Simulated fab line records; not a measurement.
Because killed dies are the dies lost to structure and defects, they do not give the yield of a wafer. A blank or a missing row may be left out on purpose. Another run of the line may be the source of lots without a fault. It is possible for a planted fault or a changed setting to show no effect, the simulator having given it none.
Which tool did it? + flow nandHarc + 24 lots with 72 wafers sampled at 6 steps, on a route of 1159 steps

WHAT THE GAUGES READ, wafer by wafer
NHARC_P_M1_CD_MEAS_16.
| lot  | measured     | on       | cdNm (nm)         |
|------|--------------|----------|-------------------|
| L074 | day 5 23:49  | cdSem-03 | 129.4 129.5 129.9 |
| L077 | day 6 16:47  | cdSem-01 | 130.2 130.3 130.3 |
| L076 | day 6 21:22  | cdSem-01 | 129.4 129.5 129.1 |
| L075 | day 6 22:21  | cdSem-02 | 130.2 129.6 130.1 |
| L078 | day 7 00:31  | cdSem-02 | 129.9 129.9 130.4 |
| L079 | day 7 06:40  | cdSem-03 | 129.8 129.9 130.7 |
| L080 | day 7 07:22  | cdSem-03 | 130.1 130.3 130.9 |
| L082 | day 7 18:08  | cdSem-01 | 129.8 130.8 130.6 |
| L081 | day 7 19:34  | cdSem-02 | 129.4 130.4 129.4 |
| L084 | day 8 05:49  | cdSem-03 | 130.1 129.4 129.1 |
| L083 | day 8 08:28  | cdSem-02 | 129.5 130.2 130.2 |
| L086 | day 9 10:11  | cdSem-02 | 130.6 130.9 130.3 |
| L087 | day 9 10:31  | cdSem-02 | 130.5 130.6 129.6 |
| L085 | day 9 11:23  | cdSem-02 | 130.6 130.4 129.8 |
| L089 | day 9 17:01  | cdSem-01 | 130.8 130.1 130.9 |
| L088 | day 9 17:38  | cdSem-03 | 129.7 129.5 130.3 |
| L090 | day 10 00:28 | cdSem-03 | 129.8 130.0 130.6 |
| L092 | day 10 07:19 | cdSem-02 | 130.0 130.1 130.0 |
| L091 | day 10 08:04 | cdSem-02 | 129.2 129.6 129.2 |
| L093 | day 10 22:04 | cdSem-02 | 129.3 130.0 129.9 |
| L094 | day 10 22:40 | cdSem-02 | 129.4 130.8 129.5 |
| L095 | day 11 05:43 | cdSem-03 | 130.2 129.3 129.5 |
| L096 | day 11 15:43 | cdSem-01 | 130.3 130.0 130.9 |
| L097 | day 11 16:23 | cdSem-03 | 128.5 129.2 129.1 |

NHARC_P_M1_INSPECT_27.
| lot  | measured     | on               | rawDefectCount |
|------|--------------|------------------|----------------|
| L074 | day 6 02:09  | defectInspect-01 | 148 195 345    |
| L077 | day 6 19:04  | defectInspect-02 | 299 187 235    |
| L076 | day 6 23:38  | defectInspect-02 | 258 412 381    |
| L075 | day 7 00:42  | defectInspect-02 | 290 279 292    |
| L078 | day 7 02:47  | defectInspect-01 | 245 355 364    |
| L079 | day 7 08:57  | defectInspect-02 | 260 259 312    |
| L080 | day 7 09:41  | defectInspect-01 | 367 448 317    |
| L082 | day 7 20:25  | defectInspect-01 | 187 224 384    |
| L081 | day 7 21:50  | defectInspect-02 | 316 224 187    |
| L084 | day 8 08:07  | defectInspect-02 | 277 192 136    |
| L083 | day 8 10:45  | defectInspect-02 | 438 303 396    |
| L086 | day 9 12:28  | defectInspect-01 | 325 563 381    |
| L087 | day 9 12:47  | defectInspect-01 | 405 290 399    |
| L085 | day 9 13:42  | defectInspect-01 | 297 381 336    |
| L089 | day 9 19:20  | defectInspect-02 | 230 439 413    |
| L088 | day 9 19:56  | defectInspect-02 | 233 177 158    |
| L090 | day 10 02:47 | defectInspect-02 | 333 147 270    |
| L092 | day 10 09:35 | defectInspect-01 | 460 285 318    |
| L091 | day 10 10:20 | defectInspect-01 | 333 506 319    |
| L093 | day 11 00:21 | defectInspect-01 | 303 298 451    |
| L094 | day 11 01:04 | defectInspect-01 | 227 181 168    |
| L095 | day 11 08:22 | defectInspect-01 | 493 545 398    |
| L096 | day 11 17:58 | defectInspect-01 | 333 391 419    |
| L097 | day 11 18:40 | defectInspect-01 | 294 324 287    |

NHARC_P_BONDPAD_CD_MEAS_09: the cd target is 500 nm.
| lot  | measured     | on       | cdNm (nm)         |
|------|--------------|----------|-------------------|
| L074 | day 6 07:57  | cdSem-01 | 500.7 499.7 501.3 |
| L077 | day 7 00:55  | cdSem-03 | 502.3 503.1 503.9 |
| L076 | day 7 05:40  | cdSem-01 | 499.5 502.9 500.3 |
| L075 | day 7 07:52  | cdSem-03 | 500.7 499.7 501.3 |
| L078 | day 7 08:39  | cdSem-01 | 499.4 501.1 502.6 |
| L079 | day 7 14:41  | cdSem-03 | 501.3 501.2 499.7 |
| L080 | day 7 15:34  | cdSem-02 | 499.2 501.3 501.9 |
| L082 | day 8 02:24  | cdSem-03 | 503.3 501.6 503.1 |
| L081 | day 8 03:33  | cdSem-02 | 502.5 498.7 501.4 |
| L084 | day 8 14:05  | cdSem-02 | 501.7 499.9 502.2 |
| L083 | day 8 16:40  | cdSem-02 | 501.4 502.4 502.0 |
| L086 | day 9 18:40  | cdSem-03 | 498.2 498.9 498.1 |
| L087 | day 9 19:05  | cdSem-02 | 499.7 501.2 498.1 |
| L085 | day 9 19:47  | cdSem-03 | 499.0 500.1 499.1 |
| L089 | day 10 01:05 | cdSem-02 | 501.5 501.5 499.2 |
| L088 | day 10 02:12 | cdSem-02 | 502.0 500.6 502.3 |
| L090 | day 10 08:40 | cdSem-01 | 499.1 499.2 498.5 |
| L092 | day 10 15:33 | cdSem-01 | 499.5 497.3 500.5 |
| L091 | day 10 16:35 | cdSem-03 | 500.4 499.3 499.1 |
| L093 | day 11 06:56 | cdSem-03 | 500.4 499.3 499.0 |
| L094 | day 11 07:14 | cdSem-03 | 499.2 499.5 499.2 |
| L095 | day 11 15:56 | cdSem-02 | 501.7 503.4 501.3 |
| L096 | day 12 00:04 | cdSem-02 | 501.4 500.6 501.4 |
| L097 | day 12 01:06 | cdSem-02 | 499.8 500.2 500.3 |

WHICH TOOL RAN EACH LOT (tool, then ch and the chambers of the sampled wafers, then the start)
| lot  | NHARC_P_M1_DEP_33               | NHARC_P_M2_DESCUM_14              | NHARC_P_BONDPAD_DEP_00                   |
|------|---------------------------------|-----------------------------------|------------------------------------------|
| L074 | pecvd-01 ch 0,1,2, day 6 02:23  | rieDiel-04 ch 1,2,3, day 6 03:37  | pecvd-03 ch 0,2, day 6 07:57 or earlier  |
| L077 | pecvd-03 ch 0,1,2, day 6 19:18  | rieDiel-13 ch 1,2,3, day 6 20:31  | pecvd-02 ch 0,1,2, day 6 23:42           |
| L076 | pecvd-01 ch 0,1,2, day 6 23:47  | rieDiel-07 ch 0,1, day 7 01:13    | pecvd-03 ch 1,2, day 7 04:26             |
| L075 | pecvd-02 ch 0,1, day 7 01:03    | rieDiel-13 ch 0,1,2, day 7 02:32  | pecvd-03 ch 0,1, day 7 06:45             |
| L078 | pecvd-02 ch 1,2, day 7 03:01    | rieDiel-13 ch 1,3, day 7 04:22    | pecvd-01 ch 0,1,2, day 7 07:33           |
| L079 | pecvd-03 ch 0,1,2, day 7 09:06  | rieDiel-07 ch 0,3, day 7 10:26    | pecvd-01 ch 0,1, day 7 13:37             |
| L080 | pecvd-03 ch 0,1,2, day 7 09:49  | rieDiel-13 ch 0,2,3, day 7 11:16  | pecvd-01 ch 0,1,2, day 7 14:27           |
| L082 | pecvd-03 ch 0,2, day 7 20:34    | rieDiel-13 ch 0,1, day 7 21:51    | pecvd-02 ch 0,2, day 8 02:24 or earlier  |
| L081 | pecvd-03 ch 1,2, day 7 22:01    | rieDiel-13 ch 0,1,3, day 7 23:19  | pecvd-02 ch 0,1,2, day 8 02:26           |
| L084 | pecvd-03 ch 0,1, day 8 08:21    | rieDiel-07 ch 0,1,2, day 8 09:41  | pecvd-01 ch 1,2, day 8 12:52             |
| L083 | pecvd-01 ch 0,2, day 8 10:53    | rieDiel-13 ch 0,1,2, day 8 12:19  | pecvd-02 ch 0,1, day 8 15:39             |
| L086 | pecvd-02 ch 1,2, day 9 12:37    | rieDiel-13 ch 0,2,3, day 9 14:04  | pecvd-02 ch 1,2, day 9 17:19             |
| L087 | pecvd-03 ch 0,1, day 9 13:01    | rieDiel-13 ch 1,2,3, day 9 14:23  | pecvd-01 ch 0,2, day 9 17:52             |
| L085 | pecvd-03 ch 1,2, day 9 13:53    | rieDiel-13 ch 2,3, day 9 15:16    | pecvd-03 ch 1,2, day 9 18:44             |
| L089 | pecvd-03 ch 0,1, day 9 19:34    | rieDiel-13 ch 0,1,3, day 9 20:47  | pecvd-01 ch 0,2, day 10 00:02            |
| L088 | pecvd-02 ch 1,2, day 9 20:15    | rieDiel-13 ch 0,2,3, day 9 21:43  | pecvd-02 ch 0,1,2, day 10 00:58          |
| L090 | pecvd-03 ch 1,2, day 10 02:55   | rieDiel-04 ch 1,2,3, day 10 04:16 | pecvd-03 ch 1,2, day 10 07:34            |
| L092 | pecvd-02 ch 0,1,2, day 10 09:44 | rieDiel-13 ch 0,3, day 10 11:10   | pecvd-02 ch 0,1, day 10 14:19            |
| L091 | pecvd-03 ch 0,1, day 10 10:31   | rieDiel-13 ch 0,2, day 10 12:16   | pecvd-03 ch 0,2, day 10 16:35 or earlier |
| L093 | pecvd-03 ch 0,1, day 11 00:30   | rieDiel-13 ch 0,1,3, day 11 01:47 | pecvd-03 ch 1,2, day 11 06:56 or earlier |
| L094 | pecvd-03 ch 0,1,2, day 11 01:22 | rieDiel-07 ch 1,2,3, day 11 02:40 | pecvd-02 ch 0,1, day 11 06:08            |
| L095 | pecvd-02 ch 0,1, day 11 08:37   | rieDiel-13 ch 1,2,3, day 11 10:14 | pecvd-01 ch 0,2, day 11 14:44            |
| L096 | pecvd-01 ch 0,1, day 11 18:07   | rieDiel-07 ch 1,2,3, day 11 19:32 | pecvd-03 ch 0,1, day 11 22:53            |
| L097 | pecvd-03 ch 0,1,2, day 11 18:52 | rieDiel-13 ch 0,3, day 11 20:15   | pecvd-01 ch 0,1, day 11 23:58            |
- NHARC_P_M1_DEP_33: deposits SiCN, target thk 30 nm.
- NHARC_P_M2_DESCUM_14: chemistry O2, time 3 s.
- NHARC_P_BONDPAD_DEP_00: deposits SiCN, target thk 250 nm.

AS READ BY THE TOOLS THEMSELVES (means over the sampled wafers that have a number; for cases with no such wafer, the mark the record gives instead)
NHARC_P_M1_DEP_33.
| lot  | tool     | heaterPowerW (W) |
|------|----------|------------------|
| L074 | pecvd-01 | 674              |
| L077 | pecvd-03 | 522              |
| L076 | pecvd-01 | 640              |
| L075 | pecvd-02 | 528              |
| L078 | pecvd-02 | 744              |
| L079 | pecvd-03 | 515              |
| L080 | pecvd-03 | 509              |
| L082 | pecvd-03 | 545              |
| L081 | pecvd-03 | 487              |
| L084 | pecvd-03 | 580              |
| L083 | pecvd-01 | 570              |
| L086 | pecvd-02 | 620              |
| L087 | pecvd-03 | 561              |
| L085 | pecvd-03 | 487              |
| L089 | pecvd-03 | 552              |
| L088 | pecvd-02 | 704              |
| L090 | pecvd-03 | 465              |
| L092 | pecvd-02 | 578              |
| L091 | pecvd-03 | 591              |
| L093 | pecvd-03 | 508              |
| L094 | pecvd-03 | 496              |
| L095 | pecvd-02 | 554              |
| L096 | pecvd-01 | 737              |
| L097 | pecvd-03 | 483              |

NHARC_P_M2_DESCUM_14.
| lot  | tool       | drypumpMotorCurrentA (A) | oesProductAu (a.u.) | rfVppV (V) | showerheadPlenumPTorr (Torr) | throttleValvePct (%) |
|------|------------|--------------------------|---------------------|------------|------------------------------|----------------------|
| L074 | rieDiel-04 | 5.6                      | 0.998               | 57.9       | 1.89                         | 11.317               |
| L077 | rieDiel-13 | 6.0                      | 0.999               | 57.8       | 1.99                         | 11.315               |
| L076 | rieDiel-07 | 5.2                      | 0.998               | 58.4       | 1.99                         | 11.320               |
| L075 | rieDiel-13 | 6.2                      | 1.000               | 57.7       | 1.98                         | 11.310               |
| L078 | rieDiel-13 | 6.0                      | 1.008               | 57.0       | 2.00                         | 11.314               |
| L079 | rieDiel-07 | 5.2                      | 1.003               | 58.0       | 1.90                         | 11.314               |
| L080 | rieDiel-13 | 6.3                      | 1.001               | 57.6       | 2.04                         | 11.302               |
| L082 | rieDiel-13 | 6.2                      | 0.997               | 57.9       | 1.93                         | 11.304               |
| L081 | rieDiel-13 | 6.2                      | 0.999               | 58.3       | 1.99                         | 11.310               |
| L084 | rieDiel-07 | 5.1                      | 1.002               | 58.0       | 1.99                         | 11.313               |
| L083 | rieDiel-13 | 6.3                      | 1.000               | 58.3       | 1.98                         | 11.306               |
| L086 | rieDiel-13 | 6.3                      | 1.008               | 58.5       | 2.04                         | 11.311               |
| L087 | rieDiel-13 | 6.0                      | 0.999               | 58.4       | 1.99                         | 11.315               |
| L085 | rieDiel-13 | 6.0                      | 0.996               | 58.8       | 2.05                         | 11.304               |
| L089 | rieDiel-13 | 6.2                      | 0.999               | 59.1       | 1.99                         | 11.311               |
| L088 | rieDiel-13 | 6.3                      | 0.998               | 57.7       | 2.04                         | 11.313               |
| L090 | rieDiel-04 | 5.7                      | 0.989               | 57.1       | 1.88                         | 11.309               |
| L092 | rieDiel-13 | 6.5                      | 0.999               | 58.4       | 2.05                         | 11.311               |
| L091 | rieDiel-13 | 6.5                      | 0.996               | 58.5       | 2.03                         | 11.310               |
| L093 | rieDiel-13 | 6.2                      | 1.004               | 58.6       | 1.99                         | 11.307               |
| L094 | rieDiel-07 | 5.0                      | 0.999               | 58.6       | 1.95                         | 11.308               |
| L095 | rieDiel-13 | 6.0                      | 1.001               | 57.7       | 1.99                         | 11.321               |
| L096 | rieDiel-07 | 5.0                      | 1.004               | 57.4       | 1.95                         | 11.318               |
| L097 | rieDiel-13 | 6.3                      | 1.004               | 57.9       | 2.05                         | 11.306               |

NHARC_P_BONDPAD_DEP_00.
| lot  | tool     | heaterPowerW (W) |
|------|----------|------------------|
| L074 | pecvd-03 | 560              |
| L077 | pecvd-02 | 657              |
| L076 | pecvd-03 | 510              |
| L075 | pecvd-03 | 493              |
| L078 | pecvd-01 | 653              |
| L079 | pecvd-01 | 758              |
| L080 | pecvd-01 | 646              |
| L082 | pecvd-02 | 622              |
| L081 | pecvd-02 | 645              |
| L084 | pecvd-01 | 504              |
| L083 | pecvd-02 | 520              |
| L086 | pecvd-02 | 686              |
| L087 | pecvd-01 | 644              |
| L085 | pecvd-03 | 479              |
| L089 | pecvd-01 | 656              |
| L088 | pecvd-02 | 593              |
| L090 | pecvd-03 | 434              |
| L092 | pecvd-02 | 570              |
| L091 | pecvd-03 | 535              |
| L093 | pecvd-03 | 472              |
| L094 | pecvd-02 | 535              |
| L095 | pecvd-01 | 492              |
| L096 | pecvd-03 | 532              |
| L097 | pecvd-01 | 708              |

THE ANSWER, worked out from the rows above alone
Rule: usual is defined by the lots themselves. The widest of any qualifying gaps counts: lots, ordered by their means at a reading, are off when they make up no more than a third of the lots, leave a main group of 4 or more, and stand apart from it by 3 or more times the standard deviation of that group's means. A main group whose means are all the same, to the digits that the tables above print for the reading, isn't used. A lot without any number at a reading at which 4 lots or more have one is off too. Where the step has rows for the other lots, those lots are counted as sound. First the gauges in route order, then the tools' own readings, where a lot's mean is used as printed above. At the first step where some lot is off, the reading lying furthest off is the one used; lots without a number count as furthest.
Nothing can be told from this: no lot is off at any reading shown.

WHAT THE SIMULATOR HAD INSERTED
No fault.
